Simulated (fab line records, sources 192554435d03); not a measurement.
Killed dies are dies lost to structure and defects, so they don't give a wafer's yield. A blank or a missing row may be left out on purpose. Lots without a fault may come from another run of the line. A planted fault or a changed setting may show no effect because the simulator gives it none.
Which tool did it? | flow n5_finfet | 11 lots, 32 wafers sampled, at 5 steps of a route of 1938

WHAT THE GAUGES READ, wafer by wafer
N5_BEOL_M12_OCD_MEAS_35. Usual: trench_depth_nm 316 nm, standard deviation 5.
lot  | measured     | on     | trench_depth_nm (nm) | flag
L498 | day 12 00:36 | ocd-01 | 321 315 318          |
L496 | day 12 01:14 | ocd-02 | 313 316 311          |
L500 | day 12 18:40 | ocd-02 | 320 310 314          |
L499 | day 12 18:47 | ocd-01 | 315 320 317          |
L495 | day 13 00:15 | ocd-02 | 318 315 307          |
L505 | day 13 16:32 | ocd-02 | 309 315 314          |
L506 | day 13 19:25 | ocd-01 | 323 323 326          |
L507 | day 14 13:37 | ocd-01 | 311 325 326          |
L509 | day 15 08:03 | ocd-01 | 319 309 310          |
L515 | day 17 05:28 | ocd-01 | 311 313              |
L517 | day 17 11:54 | ocd-01 | 307 309 308          |

N5_BEOL_M12_RS_MEAS_54: measures by four-point-probe. Usual: M12_RS 0.0605 ohm/sq, standard deviation 0.001.
lot  | measured     | on            | M12_RS (ohm/sq)      | flag
L498 | day 12 03:49 | film_metro-02 | 0.0597 0.0614 0.0603 |
L496 | day 12 04:14 | film_metro-02 | 0.0614 0.0605 0.0619 |
L500 | day 12 22:45 | film_metro-01 | 0.0598 0.0620 0.0609 |
L499 | day 12 23:24 | film_metro-02 | 0.0608 0.0598 0.0601 |
L495 | day 13 10:44 | film_metro-02 | 0.0601 0.0604 0.0622 |
L505 | day 13 20:35 | film_metro-02 | 0.0622 0.0609 0.0611 |
L506 | day 13 21:46 | film_metro-01 | 0.0591 0.0589 0.0585 |
L507 | day 14 15:49 | film_metro-02 | 0.0611 0.0587 0.0587 |
L509 | day 15 11:39 | film_metro-01 | 0.0598 0.0620 0.0620 |
L515 | day 17 09:19 | film_metro-02 | 0.0619 0.0608        |
L517 | day 17 14:01 | film_metro-01 | 0.0625 0.0622 0.0623 |

WHICH TOOL RAN EACH LOT (tool, then ch and the chambers of the sampled wafers, then the start)
lot  | N5_BEOL_M12_PRE_CLEAN_42     | N5_BEOL_M12_SPUTTER_43       | N5_BEOL_M12_CMP_49
L498 | pvd_sputter-03, day 12 02:39 | pvd_sputter-03, day 12 02:41 | cmp-03 ch 0,1,3, day 12 03:26
L496 | pvd_sputter-01, day 12 03:03 | pvd_sputter-01, day 12 03:05 | cmp-03 ch 1,2,3, day 12 03:49
L500 | pvd_sputter-01, day 12 21:07 | pvd_sputter-01, day 12 21:10 | cmp-03 ch 0,1,2, day 12 22:20
L499 | pvd_sputter-01, day 12 22:08 | pvd_sputter-01, day 12 22:11 | cmp-01 ch 0,2, day 12 22:53
L495 | pvd_sputter-03, day 13 08:47 | pvd_sputter-03, day 13 08:49 | cmp-04 ch 0,1,2, day 13 10:24
L505 | pvd_sputter-01, day 13 18:56 | pvd_sputter-01, day 13 18:59 | cmp-04 ch 0,1,3, day 13 20:11
L506 | pvd_sputter-02, day 13 19:52 | pvd_sputter-02, day 13 19:55 | cmp-03 ch 2,3, day 13 21:23
L507 | pvd_sputter-03, day 14 14:36 | pvd_sputter-03, day 14 14:38 | cmp-03 ch 1,2,3, day 14 15:26
L509 | pvd_sputter-03, day 15 10:20 | pvd_sputter-03, day 15 10:22 | cmp-01 ch 1,2, day 15 11:14
L515 | pvd_sputter-03, day 17 08:08 | pvd_sputter-03, day 17 08:11 | cmp-03 ch 0,1, day 17 08:54
L517 | pvd_sputter-02, day 17 12:47 | pvd_sputter-02, day 17 12:50 | cmp-01 ch 1,2,3, day 17 13:36
- N5_BEOL_M12_PRE_CLEAN_42: time 30 s.
- N5_BEOL_M12_SPUTTER_43: material TaN, target thk 15 nm, time 24.19 s.
- N5_BEOL_M12_CMP_49: polishes, stops on SiOC, t overpolish 20.6 s, target thk 320 nm.

WHAT THE TOOLS THEMSELVES READ (means of the sampled wafers that have a number; where no wafer has one, the mark that the record gives instead)
N5_BEOL_M12_PRE_CLEAN_42. Usual: heater_power_w 317 W, standard deviation 22.
lot  | tool           | heater_power_w (W) | flag
L498 | pvd_sputter-03 | 305                |
L496 | pvd_sputter-01 | 322                |
L500 | pvd_sputter-01 | 318                |
L499 | pvd_sputter-01 | 321                |
L495 | pvd_sputter-03 | 299                |
L505 | pvd_sputter-01 | 324                |
L506 | pvd_sputter-02 | 294                |
L507 | pvd_sputter-03 | 303                |
L509 | pvd_sputter-03 | 306                |
L515 | pvd_sputter-03 | 301                |
L517 | pvd_sputter-02 | 316                |

N5_BEOL_M12_SPUTTER_43. Usual: throttle_valve_pct 30.0 %, standard deviation 0.99.
lot  | tool           | throttle_valve_pct (%) | flag
L498 | pvd_sputter-03 | 29.7                   |
L496 | pvd_sputter-01 | 30.3                   |
L500 | pvd_sputter-01 | 31.0                   |
L499 | pvd_sputter-01 | 30.3                   |
L495 | pvd_sputter-03 | 29.9                   |
L505 | pvd_sputter-01 | 30.6                   |
L506 | pvd_sputter-02 | 29.3                   |
L507 | pvd_sputter-03 | 29.6                   |
L509 | pvd_sputter-03 | 29.7                   |
L515 | pvd_sputter-03 | 30.1                   |
L517 | pvd_sputter-02 | 29.0                   |

N5_BEOL_M12_CMP_49. Usual: barrier_field_endpoint_s 30.4 s, standard deviation 0.88; motor_current_A 6.0 A, standard deviation 0.45; slurry_flow_ml_min 149.9, standard deviation 0.46.
lot  | tool   | barrier_field_endpoint_s (s) | motor_current_A (A) | slurry_flow_ml_min | flag
L498 | cmp-03 | 30.0                         | 5.9                 | 150.0              |
L496 | cmp-03 | 29.4                         | 5.9                 | 149.9              |
L500 | cmp-03 | 30.4                         | 5.9                 | 149.4              |
L499 | cmp-01 | 29.7                         | 6.0                 | 149.5              |
L495 | cmp-04 | 30.6                         | 6.5                 | 150.4              |
L505 | cmp-04 | 30.4                         | 6.2                 | 150.3              |
L506 | cmp-03 | 29.9                         | 6.1                 | 150.0              |
L507 | cmp-03 | 31.8                         | 5.9                 | 149.9              |
L509 | cmp-01 | 29.4                         | 5.6                 | 149.8              |
L515 | cmp-03 | 32.6                         | 6.1                 | 150.2              |
L517 | cmp-01 | 30.3                         | 6.1                 | 150.3              |

THE ANSWER, worked out from the rows above alone
Rule: a lot is off if the mean of its wafers that have a number lies more than 3 standard deviations from the usual mean. A lot without any number at a reading at which 4 lots or more have one is off too. The other lots that the step has rows for count as sound. The gauges are gone through in route order, then the tools' own readings, and for those a lot's mean is taken as printed above. The first step at which some lot is off is used, and at that step the reading that is off furthest; a lot without a number counts as furthest.
No lot is off at any reading shown: from this, nothing can be told.

WHAT THE SIMULATOR HAD PUT IN
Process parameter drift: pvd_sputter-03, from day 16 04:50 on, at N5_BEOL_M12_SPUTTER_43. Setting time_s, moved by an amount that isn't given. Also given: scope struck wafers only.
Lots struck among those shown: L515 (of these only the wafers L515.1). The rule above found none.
